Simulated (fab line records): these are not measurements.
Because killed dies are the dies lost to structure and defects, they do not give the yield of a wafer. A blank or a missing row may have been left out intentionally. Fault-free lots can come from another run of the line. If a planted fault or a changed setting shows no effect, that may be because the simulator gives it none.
fab line records	flow n5Finfet
[record] lots = 12	wafers = 35	lastDay = 17
route steps=1938 shown MOL_CONTACT_COAG@527 PASSIVATION@1936
lots untouched by any fault: they come from a run of this same line in which no faults occurred
startH: start of the lot's first displayed wafer, in hours after the record's first day	waitH: how many hours have passed since the lot's step before this one	" as in the row above	L1.1+2: a single row standing in for several wafers	- no value, or no start given	* or withheld: withheld	< > ~ a bound
route shown NAME@n: NAME is a module with steps in the file, n the number in the route of the first one	usual: the fault-free wafers' mean and standard deviation	same: alike in all rows	chamber/n: place in a boat	sites: each site's reading	_std_site: their standard deviation	_edge_site: mean of outer sites minus mean of inner sites	radiusMm: for every site, how far away it sits from the centre of the wafer	mask NAME#n: copy n	behind: the most recent tool/chamber to have shaped the wafer	hold: why the lot was held/for how many hours/how that ended	device: names the non-switching transistor (n, p or np)	end of line: tests run on the same wafers once the route is complete	a step with no rows: only its recipe	killed: at the first sort, the dies lost to defects and structure; wafer yield is something else	map: shows each die of a wafer: x if killed, . if not, _ if none is there
set.NAME: the setting as run; set.NAME@STEP: as run at that earlier step	model.NAME: the simulator's own value behind a step, which no gauge read
one table for each step of the route and one row for each wafer, over a sample of lots
services: from which hour (startH, from the record's first day; less than 0 if before it) a tool's chamber was out of use, for how many hours, and why
[[steps]]
[step N5_MOL_CONTACT_COAG_OVL_MEAS_09]
[recipe] pointsPerWafer = 522
[usual] CA_OVL = -0.5/0.59
lot.wafer	tool	chamber	startH	waitH	CA_OVL[nm]
L762.3	overlay-02	0	90.76	0.0	-2.0
L762.4	"	0	"	"	-1.3
L762.5	"	0	"	"	-0.4
L763.2	overlay-01	0	92.41	0.0	-0.6
L763.3	"	0	"	"	-1.3
L763.5	"	0	"	"	-0.6
L767.2	overlay-01	0	120.81	0.0	-0.6
L767.3	"	0	"	"	-0.4
L767.4	"	0	"	"	-0.7
L768.2	overlay-02	0	122.90	0.0	-0.5
L768.4	"	0	"	"	-0.8
L768.5	"	0	"	"	-0.9
L769.2	overlay-02	0	134.89	0.0	-0.4
L769.5	"	0	"	"	-0.6
L769.6	"	0	"	"	-0.1
L773.1	overlay-01	0	156.99	0.0	-1.2
L773.5	"	0	"	"	-1.1
L774.1	overlay-01	0	163.32	0.0	0.0
L774.4	"	0	"	"	-0.8
L774.6	"	0	"	"	0.3
L776.1	overlay-01	0	171.43	0.0	-1.3
L776.3	"	0	"	"	-0.1
L776.4	"	0	"	"	-1.0
L780.1	overlay-02	0	198.30	0.0	-0.9
L780.4	"	0	"	"	0.1
L780.5	"	0	"	"	-0.3
L782.2	overlay-02	0	208.73	0.0	-1.1
L782.3	"	0	"	"	-0.9
L782.6	"	0	"	"	-0.9
L783.2	overlay-02	0	218.99	0.0	0.6
L783.4	"	0	"	"	1.4
L783.5	"	0	"	"	0.4
L785.2	overlay-02	0	229.36	0.0	0.0
L785.3	"	0	"	"	-0.4
L785.5	"	0	"	"	-0.7
[step N5_MOL_CONTACT_COAG_ETCH_106]
[recipe] chemistry = N2/H2	target = SOC	targetDepthA = 800	overetchA = 160	maskMaterial = SiARC	tempC = 40	timeS = 120	ionEnergyEv = 200	pressureMtorr = 30	sourceW = 840	biasW = 150	n2FlowSccm = 200	h2FlowSccm = 200
[usual] drypumpMotorCurrentA = 5.7/0.38	oesProductAu = 0.73/0.079	rfFwdPowerW = 835.6/2.7	rfVppV = 524.1/2.3	showerheadPlenumPTorr = 2.55/0.078	throttleValvePct = 17.82/0.18
lot.wafer	tool	chamber	startH	waitH	drypumpMotorCurrentA	oesProductAu	rfFwdPowerW	rfHoursCounterH	rfVppV	showerheadPlenumPTorr	throttleValvePct
L762.3	rieDiel-06	1	90.92	0.0	6.2	0.65	837.2	184	520.8	2.42	17.93
L762.4	"	0	"	"	5.3	0.68	832.1	136	525.1	2.56	18.11
L762.5	"	3	"	"	5.1	0.63	830.0	-	525.3	2.60	17.96
L763.2	rieDiel-05	2	92.63	0.0	5.8	0.83	836.5	14	521.4	2.49	17.76
L763.3	"	0	"	"	5.7	0.75	835.8	64	525.5	2.60	17.55
L763.5	"	3	"	"	6.3	0.63	835.8	-	526.2	2.64	18.03
L767.2	rieDiel-06	3	120.98	0.0	5.1	0.63	833.0	242	526.3	2.60	17.97
L767.3	"	1	"	"	6.1	0.65	836.0	195	520.0	2.41	17.94
L767.4	"	2	"	"	5.3	0.79	835.8	36	528.1	2.70	17.64
L768.2	rieDiel-05	0	123.07	0.0	5.8	0.72	834.5	74	524.0	2.59	17.58
L768.4	"	3	"	"	6.3	0.62	843.3	222	526.3	2.64	18.04
L768.5	"	0	"	"	5.8	0.73	835.7	-	525.3	2.59	17.57
L769.2	rieDiel-05	0	136.10	0.0	5.7	0.73	839.3	80	523.9	2.59	17.57
L769.5	"	1	"	"	5.9	0.83	837.8	-	523.0	2.47	17.80
L769.6	"	2	"	"	5.8	0.81	831.2	-	521.4	2.48	17.80
L773.1	rieDiel-01	1	157.16	0.0	6.1	0.75	839.9	74	524.2	2.55	17.72
L773.5	"	0	"	"	5.4	0.78	837.0	-	525.5	2.56	17.57
L774.1	rieDiel-06	2	163.50	0.0	5.3	0.78	835.2	43	529.1	2.69	17.64
L774.4	"	1	"	"	6.2	0.64	834.3	-	521.9	2.41	17.94
L774.6	"	2	"	"	5.3	0.78	833.9	-	526.6	2.69	17.62
L776.1	rieDiel-06	2	171.92	0.0	5.3	0.77	837.7	47	528.6	2.69	17.62
L776.3	"	1	"	"	6.2	0.64	838.0	206	518.4	2.41	17.96
L776.4	"	2	"	"	5.3	0.77	836.7	-	527.7	2.69	17.65
L780.1	rieDiel-01	0	198.47	0.0	5.4	0.76	838.3	72	524.0	2.56	17.61
L780.4	"	1	"	"	6.2	0.74	832.6	89	524.9	2.55	17.74
L780.5	"	0	"	"	5.4	0.76	835.8	-	524.8	2.56	17.60
L782.2	rieDiel-06	2	208.89	0.0	5.3	0.76	839.7	62	526.9	2.69	17.67
L782.3	"	1	"	"	6.1	0.63	836.1	221	519.0	2.40	17.97
L782.6	"	1	"	"	6.1	0.64	837.8	-	520.7	2.40	17.97
L783.2	rieDiel-01	1	219.24	0.0	6.1	0.73	832.8	97	525.2	2.54	17.76
L783.4	"	3	"	"	5.6	0.60	832.3	238	525.4	2.61	18.06
L783.5	"	2	"	"	4.9	0.81	836.3	-	524.0	2.59	17.63
L785.2	rieDiel-01	0	229.56	0.0	5.4	0.75	836.6	82	526.2	2.55	17.62
L785.3	"	2	"	"	4.9	0.79	834.4	45	526.7	2.59	17.64
L785.5	"	0	"	"	5.4	0.76	830.8	-	523.7	2.55	17.62
[step N5_MOL_CONTACT_COAG_CONTACT_ETCH_14]
[recipe] chemistry = C4F6/O2	target = SiO2	targetDepthA = 275	overetchA = 85	maskMaterial = SOC	pressureMtorr = 30	sourceW = 370	biasW = 185	Ar_flow_sccm = 300	C4F6_flow_sccm = 16	O2_flow_sccm = 10	timeS = 20	ionEnergyEv = 259.6
[usual] drypumpMotorCurrentA = 5.7/0.38	oes_f_703_au = 0.82/0.093	oesProductAu = 0.69/0.074	rfFwdPowerW = 363.8/1.8	rfVppV = 693.0/2.8	showerheadPlenumPTorr = 2.88/0.08	throttleValvePct = 21.23/0.19
lot.wafer	tool	chamber	startH	waitH	drypumpMotorCurrentA	oes_f_703_au	oesProductAu	rfFwdPowerW	rfHoursCounterH	rfVppV	showerheadPlenumPTorr	throttleValvePct
L762.3	rieDiel-06	1	91.02	0.0	6.1	0.73	0.62	364.6	184	687.3	2.76	21.33
L762.4	"	0	"	"	5.3	0.78	0.66	361.7	137	691.9	2.88	21.36
L762.5	"	3	"	"	5.1	0.72	0.61	362.7	-	694.9	2.97	21.52
L763.2	rieDiel-05	2	92.73	0.0	5.8	0.97	0.80	362.8	14	690.9	2.81	21.27
L763.3	"	0	"	"	5.7	0.83	0.71	365.4	64	694.4	2.93	20.90
L763.5	"	3	"	"	6.3	0.71	0.60	366.9	-	694.8	2.97	21.42
L767.2	rieDiel-06	3	121.08	0.0	5.1	0.71	0.60	360.1	242	694.5	2.97	21.55
L767.3	"	1	"	"	6.2	0.72	0.61	365.6	195	687.3	2.75	21.34
L767.4	"	2	"	"	5.3	0.87	0.74	366.1	36	696.8	3.02	20.95
L768.2	rieDiel-05	0	123.17	0.0	5.7	0.57	0.70	274.4	74	753.0	2.93	20.91
L768.4	"	3	"	"	6.3	0.48	0.59	275.5	222	750.6	2.96	21.41
L768.5	"	0	"	"	5.7	0.56	0.69	273.8	-	751.3	2.93	20.92
L769.2	rieDiel-05	0	136.20	0.0	5.7	0.55	0.69	274.1	80	752.2	2.93	20.96
L769.5	"	1	"	"	5.9	0.63	0.78	276.1	-	755.3	2.80	21.20
L769.6	"	2	"	"	5.8	0.65	0.77	274.4	-	746.0	2.80	21.28
L773.1	rieDiel-01	1	157.26	0.0	6.1	0.86	0.72	364.5	74	694.8	2.92	21.34
L773.5	"	0	"	"	5.4	0.91	0.74	365.3	-	694.5	2.90	21.00
L774.1	rieDiel-06	2	163.60	0.0	5.2	0.86	0.74	364.0	43	697.3	3.02	20.96
L774.4	"	1	"	"	6.2	0.71	0.61	365.8	-	687.7	2.75	21.36
L774.6	"	2	"	"	5.3	0.86	0.74	366.2	-	699.5	3.02	20.95
L776.1	rieDiel-06	2	172.02	0.0	5.3	0.86	0.73	363.4	47	699.6	3.02	20.96
L776.3	"	1	"	"	6.2	0.72	0.61	363.3	206	689.2	2.75	21.36
L776.4	"	2	"	"	5.3	0.86	0.74	364.6	-	699.8	3.02	20.96
L780.1	rieDiel-01	0	198.57	0.0	5.4	0.89	0.72	364.4	72	694.0	2.90	21.03
L780.4	"	1	"	"	6.1	0.84	0.70	364.6	89	692.6	2.91	21.37
L780.5	"	0	"	"	5.4	0.89	0.73	364.9	-	695.0	2.90	21.03
L782.2	rieDiel-06	2	209.00	0.0	5.3	0.84	0.72	365.9	62	698.1	3.01	20.98
L782.3	"	1	"	"	6.2	0.70	0.60	365.9	222	687.5	2.74	21.37
L782.6	"	1	"	"	6.2	0.70	0.60	364.9	-	688.3	2.74	21.38
L783.2	rieDiel-01	1	219.34	0.0	6.1	0.84	0.69	362.2	97	692.7	2.91	21.38
L783.4	"	3	"	"	5.6	0.66	0.58	363.5	238	693.7	2.96	21.51
L783.5	"	2	"	"	4.9	0.93	0.76	361.8	-	695.4	2.93	21.04
L785.2	rieDiel-01	0	229.67	0.0	5.4	0.88	0.72	364.1	82	692.7	2.89	21.03
L785.3	"	2	"	"	4.9	0.93	0.75	363.3	45	693.9	2.93	21.04
L785.5	"	0	"	"	5.4	0.87	0.71	362.9	-	692.6	2.89	21.01
[step N5_MOL_CONTACT_COAG_SIL_ANNEAL_21]
[recipe] tempC = 550	timeS = 60	ambient = N2
[usual] lampPowerPct = 6.858/0.017	lamp_zone_4_pct = 6.858/0.018	wafer_temp_C_max = 553.9/1.4
lot.wafer	tool	chamber	startH	waitH	lampPowerPct	lamp_zone_4_pct	wafer_temp_C_max
L762.3	rtpAnneal-01	0	92.33	0.3	6.863	6.868	554.2
L762.4	"	0	"	"	6.868	6.866	553.7
L762.5	"	0	"	"	6.875	6.870	554.5
L763.2	rtpAnneal-01	0	94.22	0.4	6.868	6.864	556.6
L763.3	"	0	"	"	6.875	6.862	554.6
L763.5	"	0	"	"	6.869	6.866	555.5
L767.2	rtpAnneal-01	0	123.23	0.3	6.877	6.864	554.4
L767.3	"	0	"	"	6.874	6.867	555.7
L767.4	"	0	"	"	6.865	6.875	554.8
L768.2	rtpAnneal-01	0	124.68	0.4	6.860	6.855	555.1
L768.4	"	0	"	"	6.870	6.862	553.7
L768.5	"	0	"	"	6.870	6.868	556.5
L769.2	rtpAnneal-02	0	137.40	0.2	6.845	6.835	552.0
L769.5	"	0	"	"	6.825	6.838	551.8
L769.6	"	0	"	"	6.832	6.829	552.6
L773.1	rtpAnneal-02	0	158.56	0.3	6.854	6.826	552.2
L773.5	"	0	"	"	6.828	6.840	552.8
L774.1	rtpAnneal-01	0	164.86	0.2	6.866	6.882	555.3
L774.4	"	0	"	"	6.880	6.871	554.7
L774.6	"	0	"	"	6.863	6.858	554.3
L776.1	rtpAnneal-01	0	173.24	0.2	6.865	6.862	554.5
L776.3	"	0	"	"	6.863	6.879	554.2
L776.4	"	0	"	"	6.880	6.872	554.6
L780.1	rtpAnneal-01	0	199.96	0.2	6.868	6.859	554.5
L780.4	"	0	"	"	6.859	6.867	554.7
L780.5	"	0	"	"	6.865	6.862	554.2
L782.2	rtpAnneal-02	0	210.28	0.2	6.847	6.848	552.0
L782.3	"	0	"	"	6.833	6.835	552.2
L782.6	"	0	"	"	6.827	6.839	551.8
L783.2	rtpAnneal-01	0	220.73	0.2	6.882	6.871	553.4
L783.4	"	0	"	"	6.871	6.874	555.1
L783.5	"	0	"	"	6.866	6.879	553.8
L785.2	rtpAnneal-02	0	231.20	0.2	6.834	6.832	551.7
L785.3	"	0	"	"	6.833	6.840	551.9
L785.5	"	0	"	"	6.842	6.841	552.5
[step N5_PASSIVATION_PROBE_49]
[usual] defectLimitedYield = 91.3/1.5	killed_at_M0_to_M3 = 31/11	killed_at_M4_up = 14/5.1	killedAtContacts = 12/5.6	killedAtFrontEnd = 42/12	killedAtOther = 3.8/2.9	killedDies = 103/18	killedOpen = 67/14	killedShort = 33/8	sort_bin_5_function = 5.1/1	sort_bin_6_memory = 3.2/0.75	sortNPass = 1077/18	sortYieldPct = 91.3/1.5
[same] grossDies = 1180	killedAtBackSide = 0	sort_bin_4_leakage[%] = 0	sort_bin_8_speed[%] = 0
lot.wafer	tool	chamber	startH	waitH	defectLimitedYield[%]	killed_at_M0_to_M3	killed_at_M4_up	killedAtContacts	killedAtFrontEnd	killedAtOther	killedDies	killedOpen	killedShort	sort_bin_5_function[%]	sort_bin_6_memory[%]	sortNPass	sortYieldPct[%]
L763.2	prober-02	-	291.91	0.9	90.8	41	10	22	36	0	109	72	34	5.1	3.8	1071	90.8
L763.3	prober-02	-	291.96	0.9	90.1	39	7	15	54	2	117	76	40	5.9	3.6	1063	90.1
L763.5	prober-02	-	292.06	1.0	92.0	40	8	15	25	6	94	65	26	5.0	2.4	1086	92.0
L762.3	prober-02	-	304.33	0.1	92.5	29	13	7	34	6	89	50	35	3.8	2.8	1091	92.5
L762.4	prober-02	-	304.38	0.2	92.5	25	20	7	31	5	88	62	18	4.5	2.2	1092	92.5
L762.5	prober-02	-	304.43	0.2	92.4	28	23	9	29	1	90	56	31	4.2	2.8	1090	92.4
L767.2	prober-02	-	315.87	0.1	91.4	17	27	25	33	0	102	62	40	4.9	3.2	1078	91.4
L767.3	prober-02	-	315.92	0.1	93.6	19	15	10	32	0	76	59	17	3.7	2.3	1104	93.6
L767.4	prober-02	-	315.97	0.2	90.5	18	18	16	57	3	112	81	25	6.1	2.5	1068	90.5
L774.1	prober-01	-	364.25	0.0	89.8	28	16	20	54	2	120	72	45	5.2	4.3	1060	89.8
L774.4	prober-01	-	364.40	0.2	91.9	18	21	16	40	1	96	62	33	4.7	3.0	1084	91.9
L774.6	prober-01	-	364.50	0.3	91.8	24	13	10	47	3	97	60	35	4.8	3.1	1083	91.8
L773.1	prober-01	-	364.64	0.0	92.4	26	9	13	36	6	90	53	31	4.3	2.7	1090	92.4
L773.5	prober-01	-	364.84	0.2	91.7	26	14	16	34	8	98	57	37	4.8	2.9	1082	91.7
L776.1	prober-01	-	379.42	0.0	91.7	20	10	20	45	3	98	69	28	4.7	3.6	1082	91.7
L776.3	prober-01	-	379.52	0.1	89.2	38	14	18	56	1	127	104	23	5.8	4.5	1053	89.2
L776.4	prober-01	-	379.57	0.2	90.7	35	9	25	35	6	110	74	35	6.1	3.1	1070	90.7
L780.1	prober-01	-	384.76	0.0	92.7	32	8	16	28	2	86	56	28	4.5	2.5	1094	92.7
L780.4	prober-01	-	384.91	0.2	91.7	40	10	5	37	6	98	58	34	4.5	3.0	1082	91.7
L780.5	prober-01	-	384.96	0.2	93.8	26	14	11	20	2	73	46	27	3.2	3.0	1107	93.8
L782.2	prober-01	-	407.40	0.1	86.8	52	19	26	55	4	156	106	48	8.4	4.6	1024	86.8
L782.3	prober-01	-	407.45	0.1	89.2	22	17	30	47	12	128	76	49	6.9	3.4	1052	89.2
L782.6	prober-01	-	407.60	0.3	90.3	38	14	23	37	3	115	85	29	6.4	3.2	1065	90.3
L783.2	prober-01	-	415.77	0.1	88.0	54	20	13	49	6	142	90	51	6.9	4.5	1038	88.0
L783.4	prober-01	-	415.87	0.2	91.8	39	14	13	24	7	97	56	39	4.2	3.6	1083	91.8
L783.5	prober-01	-	415.92	0.2	89.0	51	19	12	45	3	130	89	39	6.7	3.6	1050	89.0
L785.2	prober-01	-	416.41	0.1	90.9	36	10	9	47	5	107	70	31	4.2	4.2	1073	90.9
L785.3	prober-01	-	416.46	0.1	90.7	27	19	14	48	2	110	72	38	5.6	3.4	1070	90.7
L785.5	prober-01	-	416.56	0.2	92.6	19	12	7	47	2	87	56	31	4.6	2.5	1093	92.6
// killed by level:class
L763.2 MOL_CONTACT_COAG:geometricParticle:open=19 BEOL_M0_SAQP:geometricParticle:short=15 BEOL_M0_SAQP:geometricParticle:open=14 GATE_CUT:geometricParticle:short=6 BEOL_M2:geometricParticle:open=6 STI_FIN_REVEAL:geometricParticle:open=5 FIN_SAQP:geometricParticle:open=4 SPACER0:geometricParticle:open=4
L763.3 FIN_SAQP:geometricParticle:open=16 BEOL_M0_SAQP:geometricParticle:open=15 MOL_CONTACT_COAG:geometricParticle:open=13 BEOL_M0_SAQP:geometricParticle:short=13 STI_FIN_REVEAL:geometricParticle:open=10 BEOL_M2:geometricParticle:short=5 STARTING-WAFER:geometricParticle:open=5 FIN_SAQP:geometricParticle:short=3
L763.5 BEOL_M0_SAQP:geometricParticle:open=14 MOL_CONTACT_COAG:geometricParticle:open=13 BEOL_M0_SAQP:geometricParticle:short=13 PASS1_CAP:geometricParticle:open=6 BEOL_M3:geometricParticle:open=5 STARTING-WAFER:geometricParticle:open=5 STARTING-WAFER:geometricParticle:short=5 BEOL_M1:geometricParticle:open=4
L762.3 STI_FIN_REVEAL:geometricParticle:open=10 BEOL_M0_SAQP:geometricParticle:open=7 BEOL_M3:geometricParticle:open=5 FIN_SAQP:geometricParticle:open=4 FIN_SAQP:geometricParticle:short=4 MOL_CONTACT_COAG:geometricParticle:open=4 STARTING-WAFER:geometricParticle:short=4 BEOL_M4:geometricParticle:short=4
L762.4 BEOL_M4:geometricParticle:open=12 FIN_SAQP:geometricParticle:open=9 HKMG_FIN:areaEtch=8 MOL_CONTACT_COAG:geometricParticle:open=7 BEOL_M0_SAQP:geometricParticle:short=7 BEOL_M1:geometricParticle:open=7 STI_FIN_REVEAL:geometricParticle:open=6 GATE_CUT:geometricParticle:short=4
L762.5 BEOL_M4:geometricParticle:open=10 MOL_CONTACT_COAG:geometricParticle:open=8 STI_FIN_REVEAL:geometricParticle:open=7 BEOL_M4:geometricParticle:short=7 FIN_SAQP:geometricParticle:short=6 BEOL_M0_SAQP:geometricParticle:short=6 BEOL_M1:geometricParticle:open=5 BEOL_M3:geometricParticle:open=5
L767.2 MOL_CONTACT_COAG:geometricParticle:open=21 BEOL_M4:geometricParticle:short=14 STI_FIN_REVEAL:geometricParticle:open=10 GATE_CUT:geometricParticle:short=5 BEOL_M0_SAQP:geometricParticle:short=5 BEOL_M4:geometricParticle:open=5 ILD0:geometricParticle:open=4 ILD0:geometricParticle:short=4
L767.3 MOL_CONTACT_COAG:geometricParticle:open=10 FIN_SAQP:geometricParticle:open=8 BEOL_M0_SAQP:geometricParticle:open=7 BEOL_M4:geometricParticle:open=6 STI_FIN_REVEAL:geometricParticle:open=5 DUMMY_GATE:geometricParticle:open=5 FIN_SAQP:geometricParticle:short=3 GATE_CUT:geometricParticle:short=3
L767.4 STI_FIN_REVEAL:geometricParticle:open=15 MOL_CONTACT_COAG:geometricParticle:open=15 FIN_SAQP:geometricParticle:open=12 BEOL_M3:geometricParticle:open=7 BEOL_M4:geometricParticle:open=7 DUMMY_GATE:geometricParticle:open=6 FIN_SAQP:geometricParticle:short=5 STARTING-WAFER:geometricParticle:short=5
L774.1 MOL_CONTACT_COAG:geometricParticle:open=18 STI_FIN_REVEAL:geometricParticle:open=12 GATE_CUT:geometricParticle:open=11 GATE_CUT:geometricParticle:short=8 BEOL_M0_SAQP:geometricParticle:short=7 BEOL_M2:geometricParticle:short=7 FIN_SAQP:geometricParticle:short=6 FIN_SAQP:geometricParticle:open=6
L774.4 FIN_SAQP:geometricParticle:open=14 MOL_CONTACT_COAG:geometricParticle:open=14 FIN_SAQP:geometricParticle:short=6 GATE_CUT:geometricParticle:short=6 BEOL_M4:geometricParticle:open=5 BEOL_M1:geometricParticle:open=4 BEOL_M2:geometricParticle:short=4 BEOL_M7:geometricParticle:open=4
L774.6 STI_FIN_REVEAL:geometricParticle:open=17 MOL_CONTACT_COAG:geometricParticle:open=7 FIN_SAQP:geometricParticle:open=5 BEOL_M1:geometricParticle:short=5 FIN_SAQP:geometricParticle:short=4 BEOL_M3:geometricParticle:open=4 BEOL_M4:geometricParticle:open=4 STI_FIN_REVEAL:geometricParticle:short=3
L773.1 MOL_CONTACT_COAG:geometricParticle:open=9 FIN_SAQP:geometricParticle:short=6 BEOL_M3:geometricParticle:open=6 GATE_CUT:geometricParticle:short=5 STI_FIN_REVEAL:geometricParticle:open=5 BEOL_M0_SAQP:geometricParticle:open=5 BEOL_M2:geometricParticle:open=5 MOL_CONTACT_COAG:geometricParticle:short=4
L773.5 MOL_CONTACT_COAG:geometricParticle:open=12 FIN_SAQP:geometricParticle:open=7 BEOL_M3:geometricParticle:open=7 DUMMY_GATE:geometricParticle:open=6 BEOL_M0_SAQP:geometricParticle:open=6 BEOL_M2:geometricParticle:short=6 FIN_SAQP:geometricParticle:short=5 BEOL_M4:geometricParticle:open=5
L776.1 MOL_CONTACT_COAG:geometricParticle:open=16 FIN_SAQP:geometricParticle:open=10 FIN_SAQP:geometricParticle:short=7 STI_FIN_REVEAL:geometricParticle:open=7 DUMMY_GATE:geometricParticle:open=6 BEOL_M2:geometricParticle:open=6 BEOL_M5:geometricParticle:open=6 MOL_CONTACT_COAG:geometricParticle:short=4
L776.3 MOL_CONTACT_COAG:geometricParticle:open=16 FIN_SAQP:geometricParticle:open=15 DUMMY_GATE:geometricParticle:open=14 BEOL_M0_SAQP:geometricParticle:open=11 STI_FIN_REVEAL:geometricParticle:open=9 BEOL_M1:geometricParticle:open=9 BEOL_M4:geometricParticle:open=7 BEOL_M2:geometricParticle:open=6
L776.4 MOL_CONTACT_COAG:geometricParticle:open=19 BEOL_M0_SAQP:geometricParticle:open=11 STI_FIN_REVEAL:geometricParticle:open=10 FIN_SAQP:geometricParticle:open=7 BEOL_M2:geometricParticle:open=6 MOL_CONTACT_COAG:geometricParticle:short=6 BEOL_M0_SAQP:geometricParticle:short=5 GATE_CUT:geometricParticle:short=4
L780.1 MOL_CONTACT_COAG:geometricParticle:open=12 STI_FIN_REVEAL:geometricParticle:open=9 BEOL_M0_SAQP:geometricParticle:open=9 BEOL_M0_SAQP:geometricParticle:short=6 BEOL_M1:geometricParticle:short=5 GATE_CUT:geometricParticle:short=4 MOL_CONTACT_COAG:geometricParticle:short=4 BEOL_M2:geometricParticle:open=4
L780.4 BEOL_M1:geometricParticle:open=9 STI_FIN_REVEAL:geometricParticle:open=8 BEOL_M1:geometricParticle:short=8 BEOL_M0_SAQP:geometricParticle:short=7 BEOL_M0_SAQP:geometricParticle:open=7 BEOL_M4:geometricParticle:open=6 HKMG_FIN:areaEtch=6 GATE_CUT:geometricParticle:short=5
L780.5 MOL_CONTACT_COAG:geometricParticle:open=8 BEOL_M1:geometricParticle:open=7 STARTING-WAFER:geometricParticle:open=5 BEOL_M3:geometricParticle:open=4 STARTING-WAFER:geometricParticle:short=4 DUMMY_GATE:geometricParticle:short=3 MOL_CONTACT_COAG:geometricParticle:short=3 BEOL_M0_SAQP:geometricParticle:open=3
L782.2 FIN_SAQP:geometricParticle:open=21 MOL_CONTACT_COAG:geometricParticle:open=20 FIN_SAQP:geometricParticle:short=14 BEOL_M4:geometricParticle:open=14 BEOL_M2:geometricParticle:open=11 BEOL_M3:geometricParticle:open=11 BEOL_M0_SAQP:geometricParticle:open=8 BEOL_M2:geometricParticle:short=8
L782.3 MOL_CONTACT_COAG:geometricParticle:open=18 FIN_SAQP:geometricParticle:short=14 FIN_SAQP:geometricParticle:open=13 MOL_CONTACT_COAG:geometricParticle:short=12 PAD_METAL:geometricParticle:open=7 GATE_CUT:geometricParticle:short=6 BEOL_M3:geometricParticle:open=6 BEOL_M1:geometricParticle:open=5
L782.6 MOL_CONTACT_COAG:geometricParticle:open=20 BEOL_M2:geometricParticle:open=14 FIN_SAQP:geometricParticle:open=13 FIN_SAQP:geometricParticle:short=13 BEOL_M3:geometricParticle:open=8 BEOL_M1:geometricParticle:open=7 BEOL_M4:geometricParticle:open=5 BEOL_M0_SAQP:geometricParticle:open=4
L783.2 BEOL_M0_SAQP:geometricParticle:open=19 BEOL_M0_SAQP:geometricParticle:short=17 FIN_SAQP:geometricParticle:short=16 MOL_CONTACT_COAG:geometricParticle:open=10 BEOL_M4:geometricParticle:open=9 FIN_SAQP:geometricParticle:open=8 BEOL_M1:geometricParticle:open=8 STI_FIN_REVEAL:geometricParticle:open=4
L783.4 BEOL_M0_SAQP:geometricParticle:short=10 MOL_CONTACT_COAG:geometricParticle:open=9 BEOL_M2:geometricParticle:short=7 BEOL_M2:geometricParticle:open=7 FIN_SAQP:geometricParticle:open=6 GATE_CUT:geometricParticle:open=6 BEOL_M1:geometricParticle:open=6 BEOL_M0_SAQP:geometricParticle:open=6
L783.5 BEOL_M0_SAQP:geometricParticle:short=14 BEOL_M0_SAQP:geometricParticle:open=13 FIN_SAQP:geometricParticle:open=10 MOL_CONTACT_COAG:geometricParticle:open=10 BEOL_M4:geometricParticle:open=10 BEOL_M1:geometricParticle:open=9 BEOL_M2:geometricParticle:open=6 DUMMY_GATE:geometricParticle:open=5
L785.2 BEOL_M1:geometricParticle:open=10 FIN_SAQP:geometricParticle:open=8 FIN_SAQP:geometricParticle:short=7 STI_FIN_REVEAL:geometricParticle:open=7 MOL_CONTACT_COAG:geometricParticle:open=7 HKMG_FIN:areaEtch=6 BEOL_M0:geometricParticle:open=5 DUMMY_GATE:geometricParticle:open=4
L785.3 STI_FIN_REVEAL:geometricParticle:open=9 MOL_CONTACT_COAG:geometricParticle:open=9 BEOL_M4:geometricParticle:open=9 FIN_SAQP:geometricParticle:open=8 BEOL_M3:geometricParticle:open=7 FIN_SAQP:geometricParticle:short=6 BEOL_M1:geometricParticle:open=5 MOL_CONTACT_COAG:geometricParticle:short=5
L785.5 FIN_SAQP:geometricParticle:open=15 FIN_SAQP:geometricParticle:short=10 MOL_CONTACT_COAG:geometricParticle:open=7 STI_FIN_REVEAL:geometricParticle:open=5 BEOL_M2:geometricParticle:open=5 STI_FIN_REVEAL:geometricParticle:short=3 GATE_CUT:geometricParticle:short=3 BEOL_M0_SAQP:geometricParticle:short=3
[[services]]
tool	chamber	startH	hours	kind
rieDiel-01	2	79.53	-	clean
rieDiel-01	2	79.53	-	consumableReplace:focusRing
rieDiel-01	2	79.53	25.2	scheduledDown
rieDiel-01	2	79.53	25.2	ventCycle
rieDiel-05	1	89.71	3.3	repair
rieDiel-06	3	100.54	10.5	repair
rieDiel-06	-	125.58	28.1	pm
rieDiel-01	2	128.72	2.3	repair
rieDiel-06	3	166.60	-	clean
rieDiel-06	3	166.60	-	consumableReplace:focusRing
rieDiel-05	3	194.37	-	clean
rieDiel-05	3	194.37	-	consumableReplace:focusRing
rieDiel-05	3	194.37	13.7	scheduledDown
rieDiel-05	3	194.37	13.7	ventCycle
rieDiel-06	3	225.92	16.6	repair
[[key]]
[firstSign] step = N5_MOL_CONTACT_COAG_CONTACT_ETCH_14	reading = rfFwdPowerW	direction = down	sigmas = 50	usual = *	struck = *
[effect] step = N5_MOL_CONTACT_COAG_CONTACT_ETCH_14	reading = rfVppV	direction = up	sigmas = 21	usual = 693.0	struck = 751.4
metAt N5_MOL_CONTACT_COAG_CONTACT_ETCH_14
struckLots L768,L769
rowsEnd L768.2,L768.4,L768.5,L769.2,L769.5,L769.6
notActingAt N5_MOL_CONTACT_COAG_OVL_MEAS_09,N5_MOL_CONTACT_COAG_ETCH_106,N5_MOL_CONTACT_COAG_SIL_ANNEAL_21
onsetBetween 92.73 123.17
[fault] kind = processParameterDrift	tool = rieDiel-05	chamber = -	onsetH = 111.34	steps = N5_MOL_CONTACT_COAG_CONTACT_ETCH_14	channel = sourceW	offset = -88.8	shape = step	actsIn = theseRecipesOnly	stated = 370
// rowsEnd: these wafers met a further fault down the route, and their rows from its step on are left out
